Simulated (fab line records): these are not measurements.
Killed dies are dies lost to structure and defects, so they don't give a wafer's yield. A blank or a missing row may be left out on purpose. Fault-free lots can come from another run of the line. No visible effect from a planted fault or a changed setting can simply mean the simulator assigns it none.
fab line records + flow n5Finfet + part 1 of 2: steps 1 to 21 of 30
record
- lots=5
- wafers=15
- lastDay=16
route steps=1938 shown BEOL_M4@1048
lots that met no fault: taken from a fault-free run of the same line
startH: the number of hours between the record's first day and the start of the first shown wafer of the lot + waitH: hours elapsed since this lot's preceding step + " unchanged from the row above + L1.1+2: one row covering several wafers at once + - no value, or no start was given + * or withheld: withheld + < > ~ a bound
route shown NAME@n: names a module that has steps shown in the file, with the first one's number in the route + usual: average and standard deviation across the fault-free wafers + same: alike in all rows + chamber/n: place in a boat + sites: readings site by site + _std_site: standard deviation of those values + _edge_site: outer sites' mean less inner sites' + radiusMm: how far each site lies from the wafer's centre + mask NAME#n: copy n + behind: the most recent tool/chamber to have shaped the wafer + hold: cause of the lot's hold/its duration in hours/its outcome + device: whichever transistor did not switch (one of n, p or np) + end of line: the tests these same wafers got at the end of their route + a step given without rows: its recipe and nothing more + killed: the dies lost at the first sort to structure and to defects; this is not the yield of the wafer + map: dies across one wafer; x = killed, . = not, _ = none there
set.NAME: the setting as run; set.NAME@STEP: as run at that earlier step + model.NAME: the simulator's own value behind a step, which no gauge read
a table for each step, a row for each wafer; lots at some steps of the route
services: from which hour (startH, from the record's first day; less than 0 if before it) a tool's chamber was out of use, for how many hours, and why
## steps
# step N5_BEOL_M4_COAT_68
# recipe
- resist=SiARC
- tempC=220
- timeS=60
- spinRpm=1500
- resistThkNm=12
# same
- timeS=60
| lot.wafer  | tool          | chamber | startH | waitH |
|------------|---------------|---------|--------|-------|
| L081.1+2+4 | lithoTrack-01 | 0       | -      | -     |
| L082.2+4+6 | lithoTrack-04 | 0       | -      | -     |
| L083.1+3+4 | lithoTrack-04 | 0       | -      | -     |
| L088.1+3+5 | lithoTrack-02 | 0       | -      | -     |
| L091.2+3+5 | lithoTrack-01 | 0       | -      | -     |
# step N5_BEOL_M4_COAT_76
# recipe
- resist=underlayer
- tempC=205
- timeS=60
- spinRpm=1500
- resistThkNm=5
# same
- timeS=60
| lot.wafer  | tool          | chamber | startH | waitH |
|------------|---------------|---------|--------|-------|
| L081.1+2+4 | lithoTrack-01 | 0       | -      | -     |
| L082.2+4+6 | lithoTrack-04 | 0       | -      | -     |
| L083.1+3+4 | lithoTrack-04 | 0       | -      | -     |
| L088.1+3+5 | lithoTrack-02 | 0       | -      | -     |
| L091.2+3+5 | lithoTrack-01 | 0       | -      | -     |
# step N5_BEOL_M4_COAT_22
# recipe
- resist=CAR-EUV
- spinRpm=1500
- resistThkNm=30
| lot.wafer  | tool          | chamber | startH | waitH |
|------------|---------------|---------|--------|-------|
| L081.1+2+4 | lithoTrack-01 | 0       | -      | -     |
| L082.2+4+6 | lithoTrack-04 | 0       | -      | -     |
| L083.1+3+4 | lithoTrack-04 | 0       | -      | -     |
| L088.1+3+5 | lithoTrack-02 | 0       | -      | -     |
| L091.2+3+5 | lithoTrack-01 | 0       | -      | -     |
# step N5_BEOL_M4_EBR_24
# recipe
- solvent=PGMEA
- ebrWidthMm=1.5
| lot.wafer  | tool          | chamber | startH | waitH |
|------------|---------------|---------|--------|-------|
| L081.1+2+4 | lithoTrack-01 | 0       | -      | -     |
| L082.2+4+6 | lithoTrack-04 | 0       | -      | -     |
| L083.1+3+4 | lithoTrack-04 | 0       | -      | -     |
| L088.1+3+5 | lithoTrack-02 | 0       | -      | -     |
| L091.2+3+5 | lithoTrack-01 | 0       | -      | -     |
# step N5_BEOL_M4_SOFTBAKE_23
# recipe
- tempC=110
- timeS=60
- resist=CAR-EUV
# same
- timeS=60
| lot.wafer  | tool          | chamber | startH | waitH |
|------------|---------------|---------|--------|-------|
| L081.1+2+4 | lithoTrack-01 | 0       | -      | -     |
| L082.2+4+6 | lithoTrack-04 | 0       | -      | -     |
| L083.1+3+4 | lithoTrack-04 | 0       | -      | -     |
| L088.1+3+5 | lithoTrack-02 | 0       | -      | -     |
| L091.2+3+5 | lithoTrack-01 | 0       | -      | -     |
# step N5_BEOL_M4_EXPOSE_25
# recipe
- maskId=V3
- na=0.33
- sourceShape=quasar
- sigmaInner=0.2
- sigmaOuter=0.8
- polarization=unpolarized
- defocusNm=5
- doseMj=63
| lot.wafer  | tool          | chamber | startH | waitH | mask |
|------------|---------------|---------|--------|-------|------|
| L081.1+2+4 | euvScanner-02 | 0       | 205.30 | -     | V3#0 |
| L082.2+4+6 | euvScanner-02 | 0       | 205.94 | -     | V3#0 |
| L083.1+3+4 | euvScanner-01 | 0       | 233.66 | -     | V3#0 |
| L088.1+3+5 | euvScanner-01 | 0       | 248.85 | -     | V3#0 |
| L091.2+3+5 | euvScanner-02 | 0       | 266.21 | -     | V3#0 |
# step N5_BEOL_M4_PEB_26
# recipe
- pebTempC=100
- pebTimeS=60
- resist=CAR-EUV
| lot.wafer  | tool          | chamber | startH | waitH |
|------------|---------------|---------|--------|-------|
| L081.1+2+4 | lithoTrack-02 | 0       | 205.38 | 0.1   |
| L082.2+4+6 | lithoTrack-02 | 0       | 206.01 | 0.1   |
| L083.1+3+4 | lithoTrack-04 | 0       | 233.74 | 0.1   |
| L088.1+3+5 | lithoTrack-04 | 0       | 248.93 | 0.1   |
| L091.2+3+5 | lithoTrack-04 | 0       | 266.28 | 0.1   |
# step N5_BEOL_M4_DEVELOP_27
# recipe
- developTimeS=30
- developer=TMAH
- resist=CAR-EUV
- rinseLiquid=surfactantRinse
- dry=airSpin
- devTempC=23
| lot.wafer  | tool          | chamber | startH | waitH |
|------------|---------------|---------|--------|-------|
| L081.1+2+4 | lithoTrack-02 | 0       | -      | -     |
| L082.2+4+6 | lithoTrack-02 | 0       | -      | -     |
| L083.1+3+4 | lithoTrack-04 | 0       | -      | -     |
| L088.1+3+5 | lithoTrack-04 | 0       | -      | -     |
| L091.2+3+5 | lithoTrack-04 | 0       | -      | -     |
# step N5_BEOL_M4_CD_MEAS_28
# recipe
- targetCdNm=26.2
- landingEnergyEv=500
- detector=seInlens
- targetCdYNm=24.1
- polarity=opening
# usual
- cdNm=26.21/0.22
| lot.wafer | tool     | chamber | startH | waitH | cdNm  |
|-----------|----------|---------|--------|-------|-------|
| L081.1    | cdSem-02 | 0       | 205.45 | -     | 26.16 |
| L081.2    | "        | 0       | "      | "     | 26.51 |
| L081.4    | "        | 0       | "      | "     | 26.24 |
| L082.2    | cdSem-02 | 0       | 206.08 | -     | 26.34 |
| L082.4    | "        | 0       | "      | "     | 26.14 |
| L082.6    | "        | 0       | "      | "     | 26.32 |
| L083.1    | cdSem-02 | 0       | 233.81 | -     | 26.27 |
| L083.3    | "        | 0       | "      | "     | 26.35 |
| L083.4    | "        | 0       | "      | "     | 26.12 |
| L088.1    | cdSem-01 | 0       | 248.99 | -     | 26.31 |
| L088.3    | "        | 0       | "      | "     | 26.27 |
| L088.5    | "        | 0       | "      | "     | 26.47 |
| L091.2    | cdSem-01 | 0       | 266.35 | -     | 26.07 |
| L091.3    | "        | 0       | "      | "     | 26.05 |
| L091.5    | "        | 0       | "      | "     | 26.49 |
# step N5_BEOL_M4_OVL_MEAS_29
# recipe
- pointsPerWafer=522
# usual
- V3_OVL=0.3/0.67
| lot.wafer | tool       | chamber | startH | waitH | V3_OVL[nm] |
|-----------|------------|---------|--------|-------|------------|
| L081.1    | overlay-01 | 0       | 205.48 | 0.0   | 1.1        |
| L081.2    | "          | 0       | "      | "     | 0.9        |
| L081.4    | "          | 0       | "      | "     | -0.2       |
| L082.2    | overlay-02 | 0       | 206.12 | 0.0   | -0.8       |
| L082.4    | "          | 0       | "      | "     | -0.1       |
| L082.6    | "          | 0       | "      | "     | -1.0       |
| L083.1    | overlay-01 | 0       | 233.84 | 0.0   | 1.0        |
| L083.3    | "          | 0       | "      | "     | -0.2       |
| L083.4    | "          | 0       | "      | "     | -0.3       |
| L088.1    | overlay-02 | 0       | 249.03 | 0.0   | 0.2        |
| L088.3    | "          | 0       | "      | "     | -1.3       |
| L088.5    | "          | 0       | "      | "     | -0.8       |
| L091.2    | overlay-01 | 0       | 266.38 | 0.0   | 0.4        |
| L091.3    | "          | 0       | "      | "     | -0.4       |
| L091.5    | "          | 0       | "      | "     | 0.3        |
# step N5_BEOL_M4_INSPECT_30
# recipe
- mode=adi
- inspectInstrument=brightfield
# usual
- rawDefectCount=428/94
| lot.wafer | tool             | chamber | startH | waitH | rawDefectCount |
|-----------|------------------|---------|--------|-------|----------------|
| L081.1    | defectInspect-02 | -       | 205.54 | 0.1   | 671            |
| L081.2    | "                | -       | "      | "     | 475            |
| L081.4    | "                | -       | "      | "     | 430            |
| L082.2    | defectInspect-01 | -       | 206.17 | 0.0   | 634            |
| L082.4    | "                | -       | "      | "     | 440            |
| L082.6    | "                | -       | "      | "     | 475            |
| L083.1    | defectInspect-01 | -       | 233.90 | 0.1   | 312            |
| L083.3    | "                | -       | "      | "     | 354            |
| L083.4    | "                | -       | "      | "     | 380            |
| L088.1    | defectInspect-02 | -       | 249.08 | 0.1   | 352            |
| L088.3    | "                | -       | "      | "     | 432            |
| L088.5    | "                | -       | "      | "     | 440            |
| L091.2    | defectInspect-01 | -       | 266.44 | 0.0   | 386            |
| L091.3    | "                | -       | "      | "     | 622            |
| L091.5    | "                | -       | "      | "     | 457            |
# step N5_BEOL_M4_DESCUM_33
# recipe
- chemistry=O2
- timeS=7
- sourcePowerW=50
- biasPowerW=20
- pressureMtorr=20
- rfFrequencyHz=2.712e+07
- tempC=40
- resist=CAR-EUV
- o2FlowSccm=225
# usual
- biasPowerW=20.01/0.057
- drypumpMotorCurrentA=5.7/0.5
- oesProductAu=0.78/0.094
- rfVppV=242.4/0.96
- showerheadPlenumPTorr=2.054/0.029
- throttleValvePct=20.44/0.25
# same
- timeS=7
| lot.wafer | tool       | chamber | startH | waitH | biasPowerW | drypumpMotorCurrentA | oesProductAu | rfHoursCounterH | rfVppV | showerheadPlenumPTorr | throttleValvePct |
|-----------|------------|---------|--------|-------|------------|----------------------|--------------|-----------------|--------|-----------------------|------------------|
| L081.1    | rieDiel-05 | 3       | 205.57 | 0.0   | 19.95      | 5.7                  | 0.70         | 227             | 242.6  | 2.066                 | 20.89            |
| L081.2    | "          | 0       | "      | "     | 20.14      | 5.1                  | 0.67         | 244             | 243.5  | 2.071                 | 20.45            |
| L081.4    | "          | 2       | "      | "     | 19.95      | 5.2                  | 0.71         | -               | 241.7  | 1.992                 | 20.53            |
| L082.2    | rieDiel-02 | 3       | 206.21 | 0.0   | 19.94      | 6.0                  | 0.74         | 127             | 242.3  | 2.102                 | 20.34            |
| L082.4    | "          | 2       | "      | "     | 20.04      | 5.9                  | 0.72         | 181             | 243.7  | 2.075                 | 20.80            |
| L082.6    | "          | 0       | "      | "     | 20.03      | 5.6                  | 0.77         | -               | 243.4  | 2.021                 | 20.47            |
| L083.1    | rieDiel-02 | 0       | 233.93 | 0.0   | 20.06      | 5.6                  | 0.77         | 129             | 241.6  | 2.019                 | 20.51            |
| L083.3    | "          | 1       | "      | "     | 19.95      | 6.1                  | 0.70         | 179             | 243.9  | 2.089                 | 20.28            |
| L083.4    | "          | 2       | "      | "     | 20.09      | 5.9                  | 0.72         | 188             | 243.1  | 2.072                 | 20.81            |
| L088.1    | rieDiel-02 | 2       | 249.12 | 0.0   | 20.04      | 6.0                  | 0.71         | 194             | 243.7  | 2.070                 | 20.81            |
| L088.3    | "          | 0       | "      | "     | 19.91      | 5.6                  | 0.76         | 134             | 241.2  | 2.017                 | 20.50            |
| L088.5    | "          | 1       | "      | "     | 19.93      | 6.1                  | 0.70         | -               | 242.6  | 2.087                 | 20.30            |
| L091.2    | rieDiel-01 | 0       | 266.47 | 0.0   | 20.02      | 6.5                  | 0.83         | 78              | 242.1  | 2.034                 | 20.06            |
| L091.3    | "          | 3       | "      | "     | 20.01      | 4.8                  | 0.71         | 231             | 242.7  | 2.058                 | 20.61            |
| L091.5    | "          | 0       | "      | "     | 19.99      | 6.5                  | 0.83         | -               | 241.0  | 2.034                 | 20.05            |
# step N5_BEOL_M4_ETCH_77
# recipe
- chemistry=N2/H2
- target=underlayer
- targetDepthA=65
- maskMaterial=CAR-EUV
- timeS=5.2
- ionEnergyEv=200
- pressureMtorr=30
- sourceW=840
- biasW=150
- n2FlowSccm=200
- h2FlowSccm=200
- ends=cleared
# usual
- drypumpMotorCurrentA=5.7/0.5
- etchRfOnTimeS=5.19/0.093
- oesProductAu=0.66/0.08
- rfVppV=522.6/1.6
- showerheadPlenumPTorr=2.50/0.036
- throttleValvePct=17.86/0.28
| lot.wafer | tool       | chamber | startH | waitH | drypumpMotorCurrentA | etchRfOnTimeS | oesProductAu | rfHoursCounterH | rfVppV | showerheadPlenumPTorr | throttleValvePct |
|-----------|------------|---------|--------|-------|----------------------|---------------|--------------|-----------------|--------|-----------------------|------------------|
| L081.1    | rieDiel-05 | 3       | 205.61 | 0.0   | 5.8                  | 5.23          | 0.60         | 227             | 523.0  | 2.50                  | 18.25            |
| L081.2    | "          | 0       | "      | "     | 5.1                  | 5.27          | 0.57         | 244             | 521.9  | 2.51                  | 17.87            |
| L081.4    | "          | 2       | "      | "     | 5.1                  | 5.09          | 0.61         | -               | 519.2  | 2.43                  | 18.02            |
| L082.2    | rieDiel-02 | 3       | 206.24 | 0.0   | 6.1                  | 5.15          | 0.65         | 127             | 525.2  | 2.56                  | 17.73            |
| L082.4    | "          | 2       | "      | "     | 5.9                  | 5.40          | 0.62         | 181             | 522.9  | 2.53                  | 18.31            |
| L082.6    | "          | 0       | "      | "     | 5.6                  | 5.12          | 0.66         | -               | 521.3  | 2.45                  | 17.82            |
| L083.1    | rieDiel-02 | 0       | 233.97 | 0.0   | 5.6                  | 5.13          | 0.65         | 129             | 520.0  | 2.45                  | 17.81            |
| L083.3    | "          | 1       | "      | "     | 6.1                  | 5.19          | 0.60         | 179             | 523.8  | 2.54                  | 17.75            |
| L083.4    | "          | 2       | "      | "     | 6.0                  | 5.36          | 0.61         | 188             | 525.2  | 2.53                  | 18.29            |
| L088.1    | rieDiel-02 | 2       | 249.15 | 0.0   | 6.0                  | 5.40          | 0.61         | 194             | 523.9  | 2.53                  | 18.31            |
| L088.3    | "          | 0       | "      | "     | 5.6                  | 5.11          | 0.65         | 134             | 521.1  | 2.44                  | 17.86            |
| L088.5    | "          | 1       | "      | "     | 6.1                  | 5.24          | 0.60         | -               | 523.2  | 2.54                  | 17.75            |
| L091.2    | rieDiel-01 | 0       | 266.50 | 0.0   | 6.5                  | 5.21          | 0.70         | 78              | 521.2  | 2.48                  | 17.48            |
| L091.3    | "          | 3       | "      | "     | 4.8                  | 5.26          | 0.61         | 231             | 522.9  | 2.51                  | 18.18            |
| L091.5    | "          | 0       | "      | "     | 6.5                  | 5.18          | 0.72         | -               | 521.7  | 2.48                  | 17.48            |
# step N5_BEOL_M4_ETCH_69
# recipe
- chemistry=CF4
- target=SiARC
- targetDepthA=156
- maskMaterial=CAR-EUV
- timeS=26
- ionEnergyEv=80
- pressureMtorr=40
- sourceW=545
- biasW=36
- Ar_flow_sccm=100
- cf4FlowSccm=100
- ends=cleared
# usual
- drypumpMotorCurrentA=5.7/0.5
- etchRfOnTimeS=26.0/0.48
- oesProductAu=0.66/0.08
- rfVppV=183.6/0.93
- showerheadPlenumPTorr=2.105/0.03
- throttleValvePct=15.64/0.28
| lot.wafer | tool       | chamber | startH | waitH | drypumpMotorCurrentA | etchRfOnTimeS | oesProductAu | rfHoursCounterH | rfVppV | showerheadPlenumPTorr | throttleValvePct |
|-----------|------------|---------|--------|-------|----------------------|---------------|--------------|-----------------|--------|-----------------------|------------------|
| L081.1    | rieDiel-05 | 3       | 205.62 | 0.0   | 5.7                  | 26.4          | 0.59         | 227             | 182.0  | 2.119                 | 16.09            |
| L081.2    | "          | 0       | "      | "     | 5.1                  | 26.2          | 0.57         | 244             | 184.3  | 2.108                 | 15.66            |
| L081.4    | "          | 2       | "      | "     | 5.1                  | 25.9          | 0.60         | -               | 182.8  | 2.044                 | 15.74            |
| L082.2    | rieDiel-02 | 3       | 206.26 | 0.0   | 6.0                  | 25.4          | 0.66         | 127             | 184.6  | 2.150                 | 15.57            |
| L082.4    | "          | 2       | "      | "     | 6.0                  | 26.4          | 0.62         | 181             | 183.5  | 2.137                 | 16.07            |
| L082.6    | "          | 0       | "      | "     | 5.6                  | 25.5          | 0.67         | -               | 184.0  | 2.065                 | 15.61            |
| L083.1    | rieDiel-02 | 0       | 233.98 | 0.0   | 5.6                  | 25.7          | 0.66         | 129             | 183.2  | 2.062                 | 15.62            |
| L083.3    | "          | 1       | "      | "     | 6.1                  | 25.8          | 0.61         | 179             | 185.9  | 2.135                 | 15.48            |
| L083.4    | "          | 2       | "      | "     | 5.9                  | 27.1          | 0.61         | 188             | 182.4  | 2.134                 | 16.09            |
| L088.1    | rieDiel-02 | 2       | 249.17 | 0.0   | 5.9                  | 26.5          | 0.61         | 194             | 184.2  | 2.132                 | 16.11            |
| L088.3    | "          | 0       | "      | "     | 5.7                  | 25.7          | 0.66         | 134             | 184.3  | 2.060                 | 15.64            |
| L088.5    | "          | 1       | "      | "     | 6.1                  | 25.6          | 0.61         | -               | 183.4  | 2.133                 | 15.51            |
| L091.2    | rieDiel-01 | 0       | 266.52 | 0.0   | 6.5                  | 26.3          | 0.71         | 78              | 182.2  | 2.085                 | 15.26            |
| L091.3    | "          | 3       | "      | "     | 4.8                  | 26.4          | 0.60         | 231             | 183.8  | 2.118                 | 15.91            |
| L091.5    | "          | 0       | "      | "     | 6.5                  | 26.1          | 0.70         | -               | 182.9  | 2.084                 | 15.28            |
# step N5_BEOL_M4_ALD_98
# recipe
- material=SiO2
- targetThkA=25
- tempC=100
- aldPrecursorFamily=BDEAS
- aldCoReactant=O2-plasma
- pulseTimeS=1
- coReactantPulseTimeS=1
- purgeTimeS=2
- coReactantPurgeTimeS=2
- aldCycles=17
- pressureTorr=2
# usual
- heaterPowerOuterW=39/3.9
- heaterPowerW=75/6
- precursorPulseHeightRel=1.000/0.02
| lot.wafer | tool      | chamber | startH | waitH | heaterPowerOuterW | heaterPowerW | precursorPulseHeightRel |
|-----------|-----------|---------|--------|-------|-------------------|--------------|-------------------------|
| L081.1    | aldSin-02 | 1       | 206.23 | 0.6   | 39                | 74           | 1.009                   |
| L081.2    | "         | 2       | "      | "     | 31                | 65           | 1.005                   |
| L081.4    | "         | 3       | "      | "     | 40                | 77           | 0.979                   |
| L082.2    | aldSin-01 | 0       | 206.69 | 0.4   | 40                | 75           | 1.020                   |
| L082.4    | "         | 0       | "      | "     | 39                | 77           | 0.974                   |
| L082.6    | "         | 2       | "      | "     | 45                | 88           | 1.000                   |
| L083.1    | aldSin-02 | 1       | 234.10 | 0.1   | 39                | 74           | 0.999                   |
| L083.3    | "         | 2       | "      | "     | 31                | 67           | 1.007                   |
| L083.4    | "         | 2       | "      | "     | 32                | 64           | 1.006                   |
| L088.1    | aldSin-02 | 0       | 249.35 | 0.1   | 36                | 73           | 1.007                   |
| L088.3    | "         | 2       | "      | "     | 32                | 65           | 1.025                   |
| L088.5    | "         | 1       | "      | "     | 40                | 72           | 0.999                   |
| L091.2    | aldSin-02 | 0       | 266.65 | 0.1   | 36                | 72           | 0.981                   |
| L091.3    | "         | 3       | "      | "     | 40                | 75           | 0.980                   |
| L091.5    | "         | 0       | "      | "     | 36                | 72           | 0.997                   |
# step N5_BEOL_M4_ETCHBACK_99
# recipe
- chemistry=CHF3
- target=SiO2
- targetDepthA=50
- timeS=10.4
- sourceW=215
- biasW=47
- Ar_flow_sccm=200
- CHF3_flow_sccm=12
- ionEnergyEv=100
- pressureMtorr=30
# usual
- drypumpMotorCurrentA=5.7/0.48
- oesProductAu=0.78/0.096
- rfVppV=240.5/1.9
- showerheadPlenumPTorr=2.11/0.032
- throttleValvePct=17.10/0.28
# same
- timeS=10.4
| lot.wafer | tool       | chamber | startH | waitH | drypumpMotorCurrentA | oesProductAu | rfHoursCounterH | rfVppV | showerheadPlenumPTorr | throttleValvePct |
|-----------|------------|---------|--------|-------|----------------------|--------------|-----------------|--------|-----------------------|------------------|
| L081.1    | rieDiel-02 | 1       | 206.87 | 0.6   | 6.1                  | 0.72         | 172             | 242.0  | 2.15                  | 16.91            |
| L081.2    | "          | 3       | "      | "     | 6.1                  | 0.77         | 127             | 240.4  | 2.16                  | 17.03            |
| L081.4    | "          | 2       | "      | "     | 5.9                  | 0.72         | 181             | 238.7  | 2.15                  | 17.52            |
| L082.2    | rieDiel-01 | 3       | 210.11 | 3.4   | 4.8                  | 0.72         | 207             | 240.2  | 2.13                  | 17.29            |
| L082.4    | "          | 1       | "      | "     | 5.7                  | 0.68         | -               | 244.8  | 2.11                  | 17.19            |
| L082.6    | "          | 2       | "      | "     | 5.7                  | 0.92         | -               | 241.0  | 2.11                  | 17.09            |
| L083.1    | rieDiel-05 | 2       | 234.62 | 0.5   | 5.1                  | 0.70         | 199             | 243.1  | 2.04                  | 17.19            |
| L083.3    | "          | 1       | "      | "     | 6.0                  | 0.92         | 12              | 242.2  | 2.11                  | 16.74            |
| L083.4    | "          | 2       | "      | "     | 5.1                  | 0.70         | -               | 239.7  | 2.04                  | 17.21            |
| L088.1    | rieDiel-02 | 0       | 252.07 | 2.7   | 5.6                  | 0.76         | 136             | 240.7  | 2.07                  | 17.13            |
| L088.3    | "          | 1       | "      | "     | 6.1                  | 0.71         | 186             | 243.5  | 2.14                  | 16.92            |
| L088.5    | "          | 2       | "      | "     | 5.9                  | 0.71         | -               | 237.8  | 2.14                  | 17.55            |
| L091.2    | rieDiel-01 | 2       | 267.37 | 0.7   | 5.7                  | 0.89         | 42              | 238.8  | 2.11                  | 17.13            |
| L091.3    | "          | 0       | "      | "     | 6.5                  | 0.83         | 78              | 240.0  | 2.09                  | 16.72            |
| L091.5    | "          | 0       | "      | "     | 6.5                  | 0.82         | -               | 241.0  | 2.09                  | 16.70            |
# step N5_BEOL_M4_ETCH_70
# recipe
- chemistry=N2/H2
- target=SOC
- targetDepthA=800
- overetchA=240
- maskMaterial=SiARC
- tempC=40
- timeS=130
- ionEnergyEv=200
- pressureMtorr=30
- sourceW=840
- biasW=150
- n2FlowSccm=200
- h2FlowSccm=200
# usual
- drypumpMotorCurrentA=5.7/0.48
- oesProductAu=0.57/0.067
- rfVppV=522.6/1.4
- showerheadPlenumPTorr=2.50/0.036
- throttleValvePct=17.83/0.28
# same
- timeS=130
| lot.wafer | tool       | chamber | startH | waitH | drypumpMotorCurrentA | oesProductAu | rfHoursCounterH | rfVppV | showerheadPlenumPTorr | throttleValvePct |
|-----------|------------|---------|--------|-------|----------------------|--------------|-----------------|--------|-----------------------|------------------|
| L081.1    | rieDiel-02 | 1       | 206.91 | 0.0   | 6.1                  | 0.53         | 172             | 523.7  | 2.55                  | 17.71            |
| L081.2    | "          | 3       | "      | "     | 6.1                  | 0.56         | 127             | 524.0  | 2.56                  | 17.71            |
| L081.4    | "          | 2       | "      | "     | 5.9                  | 0.54         | 181             | 521.8  | 2.53                  | 18.26            |
| L082.2    | rieDiel-01 | 3       | 210.14 | 0.0   | 4.8                  | 0.54         | 207             | 524.0  | 2.52                  | 18.08            |
| L082.4    | "          | 1       | "      | "     | 5.7                  | 0.51         | -               | 522.6  | 2.50                  | 18.02            |
| L082.6    | "          | 2       | "      | "     | 5.7                  | 0.67         | -               | 523.1  | 2.49                  | 17.73            |
| L083.1    | rieDiel-05 | 2       | 234.66 | 0.0   | 5.2                  | 0.52         | 199             | 518.9  | 2.42                  | 17.99            |
| L083.3    | "          | 1       | "      | "     | 6.0                  | 0.67         | 12              | 523.3  | 2.48                  | 17.38            |
| L083.4    | "          | 2       | "      | "     | 5.1                  | 0.51         | -               | 519.7  | 2.42                  | 17.99            |
| L088.1    | rieDiel-02 | 0       | 252.10 | 0.0   | 5.6                  | 0.56         | 136             | 521.2  | 2.44                  | 17.80            |
| L088.3    | "          | 1       | "      | "     | 6.1                  | 0.52         | 186             | 522.9  | 2.54                  | 17.70            |
| L088.5    | "          | 2       | "      | "     | 5.9                  | 0.53         | -               | 524.1  | 2.53                  | 18.27            |
| L091.2    | rieDiel-01 | 2       | 267.41 | 0.0   | 5.7                  | 0.64         | 43              | 522.5  | 2.48                  | 17.79            |
| L091.3    | "          | 0       | "      | "     | 6.5                  | 0.61         | 78              | 519.9  | 2.48                  | 17.45            |
| L091.5    | "          | 0       | "      | "     | 6.5                  | 0.61         | -               | 521.8  | 2.48                  | 17.42            |
# step N5_BEOL_M4_STRIP_71
# recipe
- chemistry=N2/H2
- tempC=40
- n2FlowSccm=200
- h2FlowSccm=200
- rfFrequencyHz=6e+07
| lot.wafer  | tool       | chamber | startH | waitH |
|------------|------------|---------|--------|-------|
| L081.1+2+4 | rieDiel-02 | 1,3,2   | 206.99 | 0.0   |
| L082.2+4+6 | rieDiel-01 | 3,1,2   | 210.23 | 0.0   |
| L083.1+3+4 | rieDiel-05 | 2,1,2   | 234.74 | 0.0   |
| L088.1+3+5 | rieDiel-02 | 0,1,2   | 252.19 | 0.0   |
| L091.2+3+5 | rieDiel-01 | 2,0,0   | 267.50 | 0.0   |
# step N5_BEOL_M4_STRIP_78
# recipe
- chemistry=N2/H2
- tempC=40
- n2FlowSccm=200
- h2FlowSccm=200
- rfFrequencyHz=6e+07
| lot.wafer  | tool       | chamber | startH | waitH |
|------------|------------|---------|--------|-------|
| L081.1+2+4 | rieDiel-02 | 1,3,2   | 207.00 | 0.0   |
| L082.2+4+6 | rieDiel-01 | 3,1,2   | 210.24 | 0.0   |
| L083.1+3+4 | rieDiel-05 | 2,1,2   | 234.75 | 0.0   |
| L088.1+3+5 | rieDiel-02 | 0,1,2   | 252.20 | 0.0   |
| L091.2+3+5 | rieDiel-01 | 2,0,0   | 267.51 | 0.0   |
# step N5_BEOL_M4_VIA_ETCH_34
# recipe
- chemistry=C4F6/O2
- targetDepthA=694
- maskMaterial=SOC
- pressureMtorr=15
- ionEnergyEv=250
- taperDeg=4
- timeS=65.9
- sourceW=350
- biasW=170
- Ar_flow_sccm=300
- C4F6_flow_sccm=10
- O2_flow_sccm=10
# usual
- drypumpMotorCurrentA=5.7/0.48
- oesProductAu=0.78/0.097
- rfVppV=665/4.6
- showerheadPlenumPTorr=2.79/0.04
- throttleValvePct=30.74/0.28
# same
- timeS=65.9
| lot.wafer | tool       | chamber | startH | waitH | drypumpMotorCurrentA | oesProductAu | rfHoursCounterH | rfVppV | showerheadPlenumPTorr | throttleValvePct |
|-----------|------------|---------|--------|-------|----------------------|--------------|-----------------|--------|-----------------------|------------------|
| L081.1    | rieDiel-02 | 1       | 207.01 | 0.0   | 6.1                  | 0.72         | 172             | 671    | 2.83                  | 30.52            |
| L081.2    | "          | 3       | "      | "     | 6.1                  | 0.76         | 127             | 665    | 2.86                  | 30.60            |
| L081.4    | "          | 2       | "      | "     | 6.0                  | 0.72         | 181             | 657    | 2.84                  | 31.25            |
| L082.2    | rieDiel-01 | 3       | 210.25 | 0.0   | 4.8                  | 0.72         | 207             | 669    | 2.82                  | 30.95            |
| L082.4    | "          | 1       | "      | "     | 5.7                  | 0.68         | -               | 669    | 2.79                  | 30.71            |
| L082.6    | "          | 2       | "      | "     | 5.7                  | 0.93         | -               | 660    | 2.79                  | 30.80            |
| L083.1    | rieDiel-05 | 2       | 234.76 | 0.0   | 5.2                  | 0.70         | 199             | 667    | 2.70                  | 30.77            |
| L083.3    | "          | 1       | "      | "     | 6.0                  | 0.93         | 12              | 672    | 2.79                  | 30.46            |
| L083.4    | "          | 2       | "      | "     | 5.2                  | 0.70         | -               | 665    | 2.70                  | 30.79            |
| L088.1    | rieDiel-02 | 0       | 252.21 | 0.0   | 5.6                  | 0.76         | 136             | 664    | 2.74                  | 30.79            |
| L088.3    | "          | 1       | "      | "     | 6.1                  | 0.71         | 186             | 671    | 2.83                  | 30.55            |
| L088.5    | "          | 2       | "      | "     | 5.9                  | 0.72         | -               | 659    | 2.83                  | 31.24            |
| L091.2    | rieDiel-01 | 2       | 267.52 | 0.0   | 5.7                  | 0.88         | 43              | 660    | 2.78                  | 30.84            |
| L091.3    | "          | 0       | "      | "     | 6.5                  | 0.83         | 78              | 666    | 2.76                  | 30.32            |
| L091.5    | "          | 0       | "      | "     | 6.5                  | 0.83         | -               | 666    | 2.76                  | 30.31            |
# step N5_BEOL_M4_STRIP_83
# recipe
- chemistry=C4F6/O2
- resist=SiARC
- rfFrequencyHz=6e+07
| lot.wafer  | tool       | chamber | startH | waitH |
|------------|------------|---------|--------|-------|
| L081.1+2+4 | rieDiel-02 | 1,3,2   | 207.06 | 0.0   |
| L082.2+4+6 | rieDiel-01 | 3,1,2   | 210.30 | 0.0   |
| L083.1+3+4 | rieDiel-05 | 2,1,2   | 234.81 | 0.0   |
| L088.1+3+5 | rieDiel-02 | 0,1,2   | 252.26 | 0.0   |
| L091.2+3+5 | rieDiel-01 | 2,0,0   | 267.57 | 0.0   |
